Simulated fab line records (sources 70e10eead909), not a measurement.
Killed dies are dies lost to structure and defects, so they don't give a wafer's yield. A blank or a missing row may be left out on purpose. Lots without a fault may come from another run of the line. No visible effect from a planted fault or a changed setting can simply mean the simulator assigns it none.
fab line records	flow nand-harc
record lots=6	wafers=15	last-day=33
route steps=1302 shown A_CHANNEL_HOLE_D2@600 A_CHANNEL_FILL_D2@610 END@1302
lots that met no fault: taken from a fault-free run of the same line
start-h: hours from the record's opening day to when the first of the lot's shown wafers began	wait-h: hours elapsed since this lot's preceding step	" unchanged from the row above	L1.1+2: a single row standing in for several wafers	- value missing, or start not given	* or withheld: withheld	< > ~ a bound
route shown NAME@n: names a module that has steps shown in the file, with the first one's number in the route	usual: mean/standard deviation of fault-free wafers	same: alike in all rows	chamber/n: place in a boat	sites: readings site by site	_std_site: standard deviation of those values	_edge_site: outer sites' mean less inner sites'	radius-mm: how far each site lies from the wafer's centre	mask NAME#n: copy n	behind: the tool/chamber that last shaped the wafer	hold: why the lot was held/for how many hours/how that ended	device: which transistor (n, p or np) failed to switch	end of line: the same wafers' tests at the end of the route	a step without rows: its recipe alone	killed: dies that structure and defects cost at the first sort, which is not the same as the wafer's yield	map: a wafer's dies, marking killed ones x, the rest . and places with no die _
set.NAME: setting as actually run; set.NAME@STEP: the setting as run at that earlier step	model.NAME: the simulator's own value behind a step, which no gauge read
a table for each step, a row for each wafer; lots at some steps of the route
services: from which hour (start-h, from the record's first day; less than 0 if before it) a tool's chamber was out of use, for how many hours, and why
## steps
# step NHARC_A_CHANNEL_HOLE_D2_STRIP_41
# recipe n2-flow-sccm=150	h2-flow-sccm=150	ar-flow-sccm=0	bias-w=0	chemistry=N2/H2
# step NHARC_A_CHANNEL_HOLE_D2_STRIP_42
# recipe cf4-flow-sccm=100	chf3-flow-sccm=30	ar-flow-sccm=0	bias-w=0	chemistry=CF4/CHF3
# step NHARC_A_CHANNEL_HOLE_D2_STRIP_43
# recipe o2-flow-sccm=400	cos-flow-sccm=20	ar-flow-sccm=0	bias-w=0	chemistry=O2/COS
# step NHARC_A_CHANNEL_HOLE_D2_ETCH_44
# recipe target-depth-a=1400	overetch-a=140	time-s=77	ion-energy-ev=100	cf4-flow-sccm=80	o2-flow-sccm=20	ar-flow-sccm=0	rf-w=300	bias-w=100	chemistry=CF4/O2
# usual drypump-motor-current-A=5.8/0.56	oes-product-au=1.000/0.0074	rf-vpp-V=198.5/1.4	showerhead-plenum-p-Torr=1.37/0.048	throttle-valve-pct=13.397/0.0094
# same time-s=77
lot.wafer	tool	chamber	start-h	wait-h	drypump-motor-current-A	oes-product-au	rf-hours-counter-h	rf-vpp-V	showerhead-plenum-p-Torr	throttle-valve-pct
L170.3	rie-diel-04	1	406.97	0.1	5.4	0.993	1	198.9	1.34	13.390
L170.2	"	0	"	"	5.4	1.002	2	198.6	1.40	13.404
L170.4	"	2	"	"	6.3	1.012	-	198.4	1.43	13.406
L171.3	rie-diel-01	0	413.53	0.1	5.0	0.986	1	199.1	1.41	13.382
L171.2	"	1	"	"	5.4	0.990	1	198.4	1.43	13.403
L171.5	"	2	"	"	5.3	1.005	-	197.7	1.32	13.383
L175.2	rie-diel-04	3	438.25	0.1	6.7	0.994	3	197.4	1.30	13.413
L174.4	rie-diel-01	1	439.82	0.1	5.4	1.006	3	201.0	1.43	13.398
L174.6	"	1	"	"	5.4	1.001	-	201.1	1.43	13.398
L178.3	rie-diel-01	0	478.62	0.1	5.0	0.988	5	200.3	1.41	13.411
L178.1	"	1	"	"	5.4	0.992	5	200.9	1.43	13.394
L178.6	"	2	"	"	5.3	1.012	-	197.5	1.32	13.407
L183.2	rie-diel-01	1	521.40	0.1	5.4	0.998	6	200.0	1.43	13.392
L183.4	"	2	"	"	5.3	0.999	7	196.9	1.32	13.393
L183.6	"	3	"	"	6.5	1.000	-	197.2	1.33	13.398
# step NHARC_A_CHANNEL_HOLE_D2_STRIP_28
# recipe o2-flow-sccm=500	ar-flow-sccm=0	bias-w=0	chemistry=O2
# usual drypump-motor-current-A=5.8/0.56	oes-product-au=0.999/0.0069	rf-vpp-V=58.0/0.87	showerhead-plenum-p-Torr=3.63/0.12	throttle-valve-pct=17.035/0.0086
lot.wafer	tool	chamber	start-h	wait-h	drypump-motor-current-A	oes-product-au	rf-hours-counter-h	rf-vpp-V	showerhead-plenum-p-Torr	throttle-valve-pct
L170.3	rie-diel-04	2	-	-	6.3	1.001	2	58.0	3.78	17.039
L170.2	"	0	"	"	5.5	0.988	2	58.6	3.69	17.048
L170.4	"	2	"	"	6.4	1.006	-	57.1	3.78	17.040
L171.3	rie-diel-01	3	-	-	6.5	1.000	1	57.3	3.52	17.056
L171.2	"	1	"	"	5.4	0.991	1	58.2	3.76	17.045
L171.5	"	2	"	"	5.3	1.016	-	57.4	3.50	17.039
L175.2	rie-diel-04	3	-	-	6.7	1.002	3	58.3	3.43	17.012
L174.4	rie-diel-01	0	-	-	5.0	0.991	3	58.6	3.71	17.031
L174.6	"	2	"	"	5.3	0.992	-	58.1	3.50	17.053
L178.3	rie-diel-01	2	-	-	5.3	1.006	5	57.5	3.50	17.046
L178.1	"	3	"	"	6.5	1.011	6	58.4	3.52	17.042
L178.6	"	1	"	"	5.4	1.002	-	57.5	3.76	17.039
L183.2	rie-diel-01	2	-	-	5.3	0.995	7	57.2	3.50	17.049
L183.4	"	3	"	"	6.5	0.999	8	59.0	3.52	17.042
L183.6	"	0	"	"	5.0	1.003	-	58.2	3.71	17.030
# step NHARC_A_CHANNEL_HOLE_D2_PRECLEAN_29
# recipe time-s=*	temp-c=50	bath-age-min=0	chemistry=SC1
# step NHARC_A_CHANNEL_HOLE_D2_SRD_30
# step NHARC_A_CHANNEL_HOLE_D2_CD_MEAS_31
# usual cd-nm=90.3/0.89
lot.wafer	tool	chamber	start-h	wait-h	cd-nm
L170.2	cd-sem-03	-	407.89	-	91.0
L170.3	"	-	"	"	90.2
L170.4	"	-	"	"	91.2
L171.2	cd-sem-03	-	414.31	-	90.1
L171.3	"	-	"	"	89.8
L171.5	"	-	"	"	90.9
L175.2	cd-sem-01	-	439.05	-	89.7
L174.4	cd-sem-02	-	440.62	-	88.8
L174.6	"	-	"	"	90.2
L178.1	cd-sem-02	-	479.41	-	90.0
L178.3	"	-	"	"	91.3
L178.6	"	-	"	"	90.1
L183.2	cd-sem-02	-	522.18	-	91.6
L183.4	"	-	"	"	90.1
L183.6	"	-	"	"	89.6
# step NHARC_A_CHANNEL_HOLE_D2_XSEM_32
# recipe landing-energy-ev=35000
# usual bot-cd-nm=74.7/1.1	bow-nm=8.62/0.27	tilt-deg=0.06/0.038
lot.wafer	tool	chamber	start-h	wait-h	bot-cd-nm	bow-nm	tilt-deg
L170.2	xsem-02	0	407.98	0.1	75.5	8.71	0.10
L170.3	"	0	"	"	75.1	8.76	0.10
L170.4	"	0	"	"	75.9	8.65	0.10
L171.2	xsem-01	0	414.39	0.1	74.2	8.73	0.02
L171.3	"	0	"	"	74.4	8.76	0.02
L171.5	"	0	"	"	75.0	8.73	0.02
L175.2	xsem-01	0	439.13	0.1	74.2	8.70	-0.02
L174.4	xsem-02	0	440.72	0.1	73.9	8.58	0.04
L174.6	"	0	"	"	76.2	8.58	0.04
L178.1	xsem-01	0	479.49	0.1	73.8	8.84	0.02
L178.3	"	0	"	"	75.7	8.86	0.02
L178.6	"	0	"	"	74.9	8.89	0.03
L183.2	xsem-02	0	522.27	0.1	76.3	8.36	0.07
L183.4	"	0	"	"	74.6	8.51	0.07
L183.6	"	0	"	"	74.8	8.44	0.07
# step NHARC_A_CHANNEL_HOLE_D2_INSPECT_40
# usual raw-defect-count=285/88
lot.wafer	tool	chamber	start-h	wait-h	raw-defect-count
L170.2	defect-inspect-02	-	408.07	-	612
L170.3	"	-	"	"	660
L170.4	"	-	"	"	502
L171.2	defect-inspect-01	-	414.49	-	259
L171.3	"	-	"	"	389
L171.5	"	-	"	"	307
L175.2	defect-inspect-01	-	439.23	-	225
L174.4	defect-inspect-02	-	440.81	-	317
L174.6	"	-	"	"	172
L178.1	defect-inspect-02	-	479.59	-	364
L178.3	"	-	"	"	336
L178.6	"	-	"	"	342
L183.2	defect-inspect-02	-	522.37	-	234
L183.4	"	-	"	"	330
L183.6	"	-	"	"	223
# step NHARC_A_CHANNEL_FILL_D2_PRECLEAN_00
# recipe time-s=*	temp-c=50	bath-age-min=0	chemistry=SC1
# step NHARC_A_CHANNEL_FILL_D2_SRD_01
# step NHARC_A_CHANNEL_FILL_D2_ALD_02
# recipe target-thk-a=60	pulse-time-s=10	ald-cycles=60	temp-c=300	material=SiO2
# usual ald-cycles=60/0	heater-power-w=436/41	precursor-pulse-height-rel=1.000/0.017
lot.wafer	tool	chamber	start-h	wait-h	ald-cycles	heater-power-w	precursor-pulse-height-rel
L170.3	ald-hk-03	2	408.34	-	60	478	1.021
L170.2	"	3	"	"	60	406	0.986
L170.4	"	0	"	"	60	425	1.004
L171.3	ald-hk-01	0	414.78	-	60	486	1.035
L171.2	"	2	"	"	60	415	1.023
L171.5	"	0	"	"	60	492	1.000
L175.2	ald-hk-01	2	439.46	0.1	33	437	1.002
L174.4	ald-hk-01	3	441.08	-	60	365	1.035
L174.6	"	2	"	"	33	427	1.002
L178.3	ald-hk-02	2	479.85	-	60	496	1.010
L178.1	"	0	"	"	60	399	0.983
L178.6	"	1	"	"	60	438	0.978
L183.4	ald-hk-03	3	522.83	-	60	421	0.986
L183.2	"	2	"	"	60	484	1.000
L183.6	"	0	"	"	60	429	0.973
# step NHARC_A_CHANNEL_FILL_D2_ALD_03
# recipe target-thk-a=60	pulse-time-s=60	ald-cycles=58	temp-c=630	pressure-torr=2	material=SiNx
# usual ald-cycles=58/0	chamber-pressure-Torr=2.000/0.0044	precursor-pulse-height-rel=0.999/0.02
lot.wafer	tool	chamber	start-h	wait-h	ald-cycles	chamber-pressure-Torr	precursor-pulse-height-rel
L170.2	ald-sin-batch-01	0	-	-	58	2.004	1.008
L170.3	"	0	"	"	58	2.006	1.009
L170.4	"	0	"	"	58	1.998	0.997
L171.2	ald-sin-batch-02	0	-	-	58	1.993	0.954
L171.3	"	0	"	"	58	1.998	1.026
L171.5	"	0	"	"	58	2.003	1.014
L174.4	ald-sin-batch-01	0	-	-	58	1.994	0.980
L174.6	"	0	"	"	58	2.003	0.974
L175.2	ald-sin-batch-01	0	-	-	58	2.012	1.035
L178.1	ald-sin-batch-03	0	-	-	58	2.000	1.008
L178.3	"	0	"	"	58	1.995	0.995
L178.6	"	0	"	"	58	1.997	0.978
L183.2	ald-sin-batch-03	0	-	-	58	1.997	1.008
L183.4	"	0	"	"	58	1.996	0.964
L183.6	"	0	"	"	58	2.002	1.014
# step NHARC_END_SORT_01
# recipe temp-c=25
# usual killed-at-array=59/19	killed-at-other=0.6/0.85	killed-at-periphery=3.8/2.5	killed-dies=64/19	killed-open=3.3/1.8	killed-short=2.2/1.6
# same gross-dies=677
lot.wafer	tool	chamber	start-h	wait-h	killed-at-array	killed-at-other	killed-at-periphery	killed-dies	killed-open	killed-short
L175.2	prober-01	0	701.09	2.8	65	0	3	68	4	0
# killed by level:class
L175.2 A_SLIT:chamber-film-flake=39 A_CHANNEL_HOLE_D1:chamber-film-flake=21 A_CONTACT:chamber-film-flake=2 P_STI:geometric-particle:open=1 P_GATE:geometric-particle:open=1 A_CHANNEL_FILL_D1:geometric-particle:open=1 A_CONTACT:geometric-particle:open=1 A_STAIRCASE:chamber-film-flake=1
## services
tool	chamber	start-h	hours	kind
rie-diel-01	0	389.80	-	clean
rie-diel-01	1	389.80	-	clean
rie-diel-01	2	389.80	-	clean
rie-diel-01	3	389.80	-	clean
ald-hk-03	-	391.48	10.0	pm
rie-diel-04	3	391.62	19.5	repair
rie-diel-01	0	414.44	-	clean
rie-diel-01	1	414.44	-	clean
rie-diel-01	2	414.44	-	clean
rie-diel-01	3	414.44	-	clean
rie-diel-04	1	429.84	5.4	repair
rie-diel-01	0	438.94	-	clean
rie-diel-01	1	438.94	-	clean
rie-diel-04	2	452.62	6.5	repair
rie-diel-01	1	463.63	7.7	repair
rie-diel-01	2	469.07	6.4	repair
rie-diel-04	-	472.34	0.3	repair
ald-hk-01	-	474.00	10.0	pm
rie-diel-04	0	496.20	5.7	repair
rie-diel-04	3	501.64	4.6	repair
ald-sin-batch-01	-	506.00	26.0	pm
rie-diel-01	0	513.02	4.2	repair
xsem-01	-	519.89	3.5	repair
rie-diel-01	2	523.54	8.7	repair
## key
first-sign step=NHARC_A_CHANNEL_FILL_D2_ALD_02	reading=ald-cycles	direction=down	sigmas=99+	usual=60	struck=33
effect none on later readings
met-at NHARC_A_CHANNEL_FILL_D2_ALD_02
struck-wafers L174.6,L175.2
tester-left-out L174,L175
onset-between 414.78 439.46
fault kind=process-parameter-drift	tool=ald-hk-01	chamber=-	onset-h=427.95	steps=NHARC_A_CHANNEL_FILL_D2_ALD_02	channel=ald-cycles	offset=-27	shape=step	end-h=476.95	scope=struck-wafers-only	acts-in=these-recipes-only	stated=60
# tester-left-out: of these lots the tester's yield and bins aren't shown, on N5 and GAA mostly nor the transistor test; their killed dies are dies lost to structure and defects alone, not to doping, threshold or leakage, so they don't give the yield
